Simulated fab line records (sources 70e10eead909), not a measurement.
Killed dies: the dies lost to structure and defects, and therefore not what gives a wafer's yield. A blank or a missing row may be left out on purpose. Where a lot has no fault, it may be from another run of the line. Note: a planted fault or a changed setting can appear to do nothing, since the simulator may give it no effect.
fab line records | flow nandHarc
record lots=6 wafers=17 lastDay=32
route steps=1302 shown P_GATE@143
lots with no fault: from the same line, run without faults
startH: hours from the record's opening day to when the first of the lot's shown wafers began | waitH: hours since the lot's step before | " the same as in the row above | L1.1+2: a single row standing in for several wafers | - no value present, or no start provided | * or withheld: withheld | < > ~ a bound
route shown NAME@n: a module of which the file shows steps, and the number in the route of the first | usual: the fault-free wafers' mean and standard deviation | same: alike in all rows | chamber/n: place in a boat | sites: per-site readings | _std_site: how widely they spread, as a standard deviation | _edge_site: inner sites' mean taken away from outer sites' mean | radiusMm: how far each site lies from the wafer's centre | mask NAME#n: copy n | behind: tool/chamber where the wafer was last shaped | hold: why the lot went on hold/how many hours it stayed there/how the hold came to an end | device: whichever transistor did not switch (one of n, p or np) | end of line: the same wafers' tests at the end of the route | a step without rows: its recipe alone | killed: dies that structure and defects cost at the first sort, which is not the same as the wafer's yield | map: the dies of a wafer, with x for killed, . for not killed, _ for no die there
set.NAME: the setting the step ran with; set.NAME@STEP: the setting that earlier step ran with | model.NAME: the simulator's own value behind a step, which no gauge read
lots at some steps of the route; a table a step, a row a wafer
services: when a tool's chamber went out of use (startH, in hours from the record's first day, below 0 if earlier), for how many hours, and the reason
## steps
# step NHARC_P_GATE_INSPECT_28
# usual rawDefectCount=7/3.1
# columns lot.wafer tool chamber startH waitH rawDefectCount
L417.1 defectInspect-01 - 166.20 0.0 7
L417.2 " - " " 5
L417.6 " - " " 4
L422.1 defectInspect-02 - 217.79 0.0 8
L422.5 " - " " 1
L425.1 defectInspect-01 - 244.18 0.0 3
L425.2 " - " " 6
L425.6 " - " " 5
L429.1 defectInspect-01 - 288.65 0.0 5
L429.5 " - " " 8
L429.6 " - " " 10
L430.1 defectInspect-01 - 299.03 0.0 8
L430.2 " - " " 5
L430.3 " - " " 5
L431.1 defectInspect-02 - 317.32 0.0 8
L431.3 " - " " 5
L431.6 " - " " 6
# step NHARC_P_GATE_DESCUM_31
# recipe timeS=3 o2FlowSccm=200 arFlowSccm=0 biasPowerW=0 chemistry=O2
# usual drypumpMotorCurrentA=5.9/0.34 mfcArSccm=0.008/0.0091 oesProductAu=1.002/0.0098 rfVppV=57.8/0.89 showerheadPlenumPTorr=1.94/0.07 throttleValvePct=11.310/0.0096
# same timeS=3
# columns lot.wafer tool chamber startH waitH drypumpMotorCurrentA mfcArSccm oesProductAu rfHoursCounterH rfVppV showerheadPlenumPTorr throttleValvePct
L417.1 rieDiel-11 1 166.27 0.1 6.2 0 1.021 3 57.2 1.88 11.312
L417.2 " 2 " " 6.3 0 1.014 3 60.1 2.04 11.303
L417.6 " 0 " " 5.3 0 1.007 - 56.3 1.91 11.328
L422.1 rieDiel-03 2 217.88 0.1 5.7 0.004 0.996 5 56.7 1.97 11.298
L422.5 " 0 " " 5.9 0.013 1.013 - 57.6 1.86 11.314
L425.1 rieDiel-11 2 244.26 0.1 6.3 0 1.014 7 58.1 2.04 11.298
L425.2 " 3 " " 5.4 0.022 0.998 8 58.7 2.07 11.332
L425.6 " 1 " " 6.1 0 1.020 - 56.3 1.87 11.306
L429.1 rieDiel-07 2 288.72 0.1 6.4 0 0.993 10 56.6 1.98 11.298
L429.5 " 1 " " 6.4 0 1.004 - 56.9 1.86 11.309
L429.6 " 2 " " 6.4 0 0.992 - 57.5 1.98 11.294
L430.3 rieDiel-11 1 299.13 0.1 6.1 0 0.990 2 56.8 1.87 11.300
L430.1 " 2 " " 6.4 0 1.003 3 58.1 2.04 11.307
L430.2 " 0 " " 5.3 0 0.993 2 57.9 1.91 11.310
L431.1 rieDiel-03 1 317.39 0.1 5.8 0.014 1.002 2 57.6 1.94 11.301
L431.3 " 2 " " 5.7 0.004 1.001 2 59.6 1.97 11.306
L431.6 " 1 " " 5.7 0.014 0.990 - 57.6 1.94 11.307
# step NHARC_P_GATE_ETCH_104
# recipe targetDepthA=600 timeS=withheld cf4FlowSccm=100 chf3FlowSccm=30 arFlowSccm=0 rfW=500 biasW=200 chemistry=CF4/CHF3
# usual drypumpMotorCurrentA=5.9/0.34 mfcArSccm=0.009/0.0091 oesProductAu=0.953/0.022 rfVppV=371.2/2 showerheadPlenumPTorr=1.59/0.056 throttleValvePct=16.803/0.0089
# columns lot.wafer tool chamber startH waitH drypumpMotorCurrentA mfcArSccm oesProductAu rfVppV showerheadPlenumPTorr throttleValvePct
L417.2 rieDiel-11 2 166.35 0.1 6.3 0 0.977 374.5 1.67 16.797
L417.1 " 3 " " 5.5 0.022 0.968 375.0 1.69 16.803
L417.6 " 0 " " 5.3 0 0.961 369.6 1.57 16.812
L422.1 rieDiel-03 0 217.94 0.1 5.8 0.013 0.928 370.7 1.53 16.801
L422.5 " 1 " " 5.7 0.014 0.921 372.0 1.60 16.797
L425.1 rieDiel-11 2 244.33 0.1 6.4 0 0.987 373.5 1.67 16.801
L425.2 " 1 " " 6.2 0 0.982 371.4 1.54 16.810
L425.6 " 2 " " 6.4 0 0.998 373.0 1.67 16.802
L429.1 rieDiel-07 0 288.80 0.1 5.8 0.018 0.979 367.8 1.53 16.809
L429.5 " 0 " " 5.8 0.018 0.977 369.7 1.53 16.812
L429.6 " 1 " " 6.4 0 0.967 369.1 1.53 16.811
L430.1 rieDiel-11 3 299.22 0.1 5.5 0.022 0.923 373.9 1.69 16.812
L430.3 " 1 " " 6.2 0 0.927 369.4 1.54 16.806
L430.2 " 2 " " 6.3 0 0.938 374.1 1.67 16.813
L431.3 rieDiel-03 0 317.47 0.1 5.9 0.013 0.935 368.7 1.53 16.796
L431.1 " 3 " " 5.9 0.023 0.933 374.3 1.65 16.808
L431.6 " 0 " " 5.9 0.013 0.936 368.7 1.53 16.798
# step NHARC_P_GATE_HM_OPEN_105
# recipe targetDepthA=3600 o2FlowSccm=400 cosFlowSccm=20 arFlowSccm=0 rfW=500 biasW=300 chemistry=O2/COS
# usual drypumpMotorCurrentA=5.9/0.33 mfcArSccm=0.008/0.0092 oesProductAu=1.003/0.011 rfVppV=468.0/2.4 showerheadPlenumPTorr=3.16/0.11 throttleValvePct=28.330/0.0095
# columns lot.wafer tool chamber startH waitH drypumpMotorCurrentA mfcArSccm oesProductAu rfHoursCounterH rfVppV showerheadPlenumPTorr throttleValvePct
L417.1 rieDiel-11 1 - - 6.2 0 1.022 3 465.8 3.07 28.340
L417.2 " 3 " " 5.5 0.022 1.000 4 471.0 3.36 28.337
L417.6 " 0 " " 5.3 0 1.008 - 467.0 3.11 28.330
L422.1 rieDiel-03 0 - - 5.9 0.013 1.000 3 465.2 3.03 28.342
L422.5 " 3 " " 6.0 0.023 1.003 - 471.3 3.27 28.341
L425.1 rieDiel-11 2 - - 6.4 0 1.019 7 471.5 3.31 28.340
L425.2 " 0 " " 5.3 0 1.008 6 467.3 3.11 28.314
L425.6 " 2 " " 6.4 0 1.017 - 470.7 3.31 28.328
L429.1 rieDiel-07 0 - - 5.8 0.018 0.989 11 464.5 3.04 28.317
L429.5 " 0 " " 5.8 0.018 0.993 - 465.2 3.04 28.331
L429.6 " 1 " " 6.4 0 1.008 - 466.3 3.04 28.327
L430.1 rieDiel-11 2 - - 6.4 0 1.013 3 470.7 3.31 28.321
L430.2 " 0 " " 5.3 0 0.997 2 466.8 3.11 28.332
L430.3 " 1 " " 6.2 0 1.014 2 464.9 3.06 28.327
L431.3 rieDiel-03 1 - - 5.8 0.014 0.997 2 468.2 3.16 28.347
L431.1 " 2 " " 5.7 0.004 0.994 2 469.0 3.20 28.334
L431.6 " 0 " " 5.8 0.013 1.014 - 466.5 3.03 28.344
# step NHARC_P_GATE_STRIP_106
# recipe o2FlowSccm=400 cosFlowSccm=20 arFlowSccm=0 biasW=0 chemistry=O2/COS
# step NHARC_P_GATE_ETCH_114
# recipe targetDepthA=300 overetchA=30 timeS=16.5 ionEnergyEv=100 cf4FlowSccm=80 o2FlowSccm=20 arFlowSccm=0 rfW=300 biasW=100 chemistry=CF4/O2
# step NHARC_P_GATE_ETCH_32
# recipe targetDepthA=1500 overEtchFrac=1 overEtchIonEnergyEv=40 timeS=100.1 hbrFlowSccm=150 cl2FlowSccm=50 rfW=400 icpW=400 biasW=100 chemistry=HBr/Cl2
# step NHARC_P_GATE_STRIP_108
# recipe o2FlowSccm=500 arFlowSccm=0 biasW=0 chemistry=O2
# usual drypumpMotorCurrentA=5.92/0.29 mfcArSccm=0.010/0.009 oesProductAu=1.002/0.011 rfVppV=57.8/0.79 showerheadPlenumPTorr=3.55/0.12 throttleValvePct=17.036/0.0085
# columns lot.wafer tool chamber startH waitH drypumpMotorCurrentA mfcArSccm oesProductAu rfHoursCounterH rfVppV showerheadPlenumPTorr throttleValvePct
L417.2 rieDiel-11 3 166.94 - 5.52 0.022 1.002 4 59.1 3.79 17.037
L417.1 " 0 " " 5.29 0 1.018 3 58.2 3.52 17.035
L417.6 " 1 " " 6.16 0 1.025 - 57.2 3.46 17.038
L422.1 rieDiel-11 0 218.47 - 5.29 0 1.005 6 56.7 3.52 17.055
L422.5 " 1 " " 6.17 0 1.023 - 58.3 3.46 17.036
L425.1 rieDiel-03 0 244.91 - 5.88 0.013 0.998 5 56.3 3.43 17.036
L425.2 " 1 " " 5.76 0.014 0.989 7 56.8 3.58 17.051
L425.6 " 1 " " 5.75 0.014 0.994 - 57.8 3.58 17.044
L429.1 rieDiel-07 2 289.38 - 6.47 0 0.995 10 57.8 3.64 17.040
L429.6 " 3 " " 5.78 0 0.992 - 56.9 3.45 17.050
L429.5 " 0 " " 5.78 0.018 0.982 - 56.6 3.43 17.033
L430.3 rieDiel-03 3 299.81 - 5.94 0.023 1.026 1 58.0 3.69 17.051
L430.1 " 1 " " 5.75 0.014 0.997 1 58.4 3.57 17.038
L430.2 " 2 " " 5.74 0.004 1.005 1 58.1 3.62 17.041
L431.3 rieDiel-07 2 318.03 - 6.46 0 1.012 1 56.4 3.64 17.033
L431.1 " 3 " " 5.79 0 1.012 1 58.1 3.45 17.038
L431.6 " 1 " " 6.39 0 1.007 - 57.0 3.44 17.036
# step NHARC_P_GATE_CD_MEAS_33
# usual cdNm=119.5/2.7
# columns lot.wafer tool chamber startH waitH cdNm
L417.1 cdSem-02 - 167.09 - 119.6
L417.2 " - " " 120.8
L417.6 " - " " 118.2
L422.1 cdSem-01 - 218.64 - 124.4
L422.5 " - " " 122.0
L425.1 cdSem-02 - 245.09 0.2 120.2
L425.2 " - " " 120.6
L425.6 " - " " 117.1
L429.1 cdSem-02 - 289.51 - 119.6
L429.5 " - " " 118.0
L429.6 " - " " 124.2
L430.1 cdSem-03 - 299.99 - 115.6
L430.2 " - " " 118.9
L430.3 " - " " 115.7
L431.1 cdSem-02 - 318.18 - 119.3
L431.3 " - " " 119.3
L431.6 " - " " 116.7
# step NHARC_P_GATE_STRIP_35
# recipe timeS=600 tempC=130 chemistry=SPM
# step NHARC_P_GATE_PRECLEAN_73
# recipe timeS=* tempC=50 bathAgeMin=0 chemistry=SC1
# step NHARC_P_GATE_SRD_74
# step NHARC_P_GATE_ALD_36
# recipe targetThkA=200 pulseTimeS=60 aldCycles=223 tempC=400 material=SiNx
# usual aldCycles=223/0 heaterPowerW=835/80 precursorPulseHeightRel=1.003/0.02
# columns lot.wafer tool chamber startH waitH aldCycles heaterPowerW precursorPulseHeightRel
L417.1 aldSin-03 1 167.55 - 223 926 0.975
L417.2 " 0 170.35 - 223 807 0.985
L417.6 " 0 174.54 - 223 817 0.992
L422.1 aldSin-04 0 221.93 - 153 986 0.967
L422.5 " 2 223.35 - 153 770 1.002
L425.1 aldSin-04 3 246.60 - 153 846 1.007
L425.2 " 0 247.66 - 223 986 0.987
L425.6 " 2 249.76 - 153 807 1.016
L429.1 aldSin-03 3 291.03 - 223 709 1.010
L429.6 " 2 294.20 - 223 934 1.001
L429.5 " 3 295.26 - 223 717 1.035
L430.2 aldSin-02 1 300.45 - 223 748 0.998
L430.3 " 2 301.84 - 223 836 0.994
L430.1 " 0 303.23 - 223 875 1.027
L431.1 aldSin-04 1 319.69 - 223 736 0.991
L431.3 " 3 321.81 - 223 845 0.969
L431.6 " 0 322.87 - 223 916 1.029
# step NHARC_P_GATE_ETCHBACK_37
# recipe targetDepthA=345 timeS=17.2 chf3FlowSccm=50 o2FlowSccm=10 arFlowSccm=200 rfW=500 biasW=200 chemistry=CHF3/O2
# usual drypumpMotorCurrentA=6.0/0.35 mfcArSccm=200.0/0.56 oesProductAu=0.96/0.035 rfVppV=371.2/2 showerheadPlenumPTorr=2.43/0.082 throttleValvePct=20.572/0.0091
# same timeS=17.2
# columns lot.wafer tool chamber startH waitH drypumpMotorCurrentA mfcArSccm oesProductAu rfHoursCounterH rfVppV showerheadPlenumPTorr throttleValvePct
L417.1 rieDiel-07 1 - - 6.4 199.4 0.93 2.9 369.3 2.34 20.588
L417.2 " 2 " " 6.4 200.0 0.93 2.4 372.1 2.48 20.571
L417.6 " 1 " " 6.3 200.2 0.94 - 369.8 2.34 20.559
L422.1 rieDiel-07 3 - - 5.8 199.5 0.97 5.0 369.1 2.35 20.586
L422.5 " 2 " " 6.4 200.1 0.98 - 373.0 2.48 20.587
L425.2 rieDiel-11 2 - - 6.4 199.8 0.95 7.4 375.9 2.55 20.581
L425.1 " 3 " " 5.5 200.1 0.94 8.0 375.4 2.58 20.567
L425.6 " 2 " " 6.3 199.9 0.96 - 372.9 2.55 20.578
L429.1 rieDiel-03 2 - - 5.7 199.5 1.00 0.5 372.1 2.47 20.554
L429.6 " 1 " " 5.8 200.1 1.00 - 371.3 2.43 20.564
L429.5 " 2 " " 5.7 199.8 0.99 - 371.9 2.47 20.567
L430.1 rieDiel-07 0 - - 5.8 200.2 1.01 0.2 369.4 2.33 20.570
L430.3 " 1 " " 6.4 201.9 1.01 0.2 369.0 2.34 20.562
L430.2 " 2 " " 6.4 199.5 1.01 0.1 372.6 2.48 20.592
L431.1 rieDiel-03 2 - - 5.7 198.7 0.92 2.0 371.4 2.47 20.559
L431.3 " 3 " " 5.9 200.5 0.93 1.6 374.8 2.52 20.564
L431.6 " 0 " " 5.9 199.8 0.94 - 368.9 2.33 20.586
## services
# columns tool chamber startH hours kind
aldSin-03 1 153.12 5.1 repair
rieDiel-03 1 155.59 4.8 repair
aldSin-03 3 166.93 1.9 repair
aldSin-04 3 179.27 1.3 repair
rieDiel-07 0 188.12 5.2 repair
rieDiel-07 1 191.78 7.4 repair
rieDiel-07 3 193.63 8.2 repair
rieDiel-11 0 204.59 4.2 repair
rieDiel-03 0 209.83 7.8 repair
aldSin-02 0 211.77 5.5 repair
aldSin-04 1 216.80 12.6 repair
aldSin-03 1 223.65 3.0 repair
aldSin-02 - 237.82 2.4 repair
rieDiel-07 1 242.24 8.3 repair
rieDiel-03 2 242.91 4.0 repair
aldSin-03 0 245.38 4.8 repair
rieDiel-11 - 255.53 9.0 pm
aldSin-04 - 264.50 10.0 pm
rieDiel-07 0 277.34 3.5 repair
rieDiel-03 3 280.84 4.3 repair
rieDiel-03 - 282.01 9.0 pm
rieDiel-07 - 294.63 9.0 pm
rieDiel-11 - 295.56 1.2 repair
rieDiel-11 2 309.67 11.1 repair
## key
firstSign step=NHARC_P_GATE_ALD_36 reading=aldCycles direction=down sigmas=99+ usual=223 struck=153
effect none on later readings
metAt NHARC_P_GATE_ALD_36
struckWafers L422.1,L422.5,L425.1,L425.6
rowsEnd L422.1,L422.5
testerLeftOut L425
fault kind=processParameterDrift tool=aldSin-04 chamber=- onsetH=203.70 steps=NHARC_P_GATE_ALD_36 channel=aldCycles offset=-70 shape=step endH=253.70 scope=struckWafersOnly stated=223
# testerLeftOut: of these lots the tester's yield and bins aren't shown, on N5 and GAA mostly nor the transistor test; their killed dies are dies lost to structure and defects alone, not to doping, threshold or leakage, so they don't give the yield
# rowsEnd: these wafers met a further fault down the route, and their rows from its step on are left out
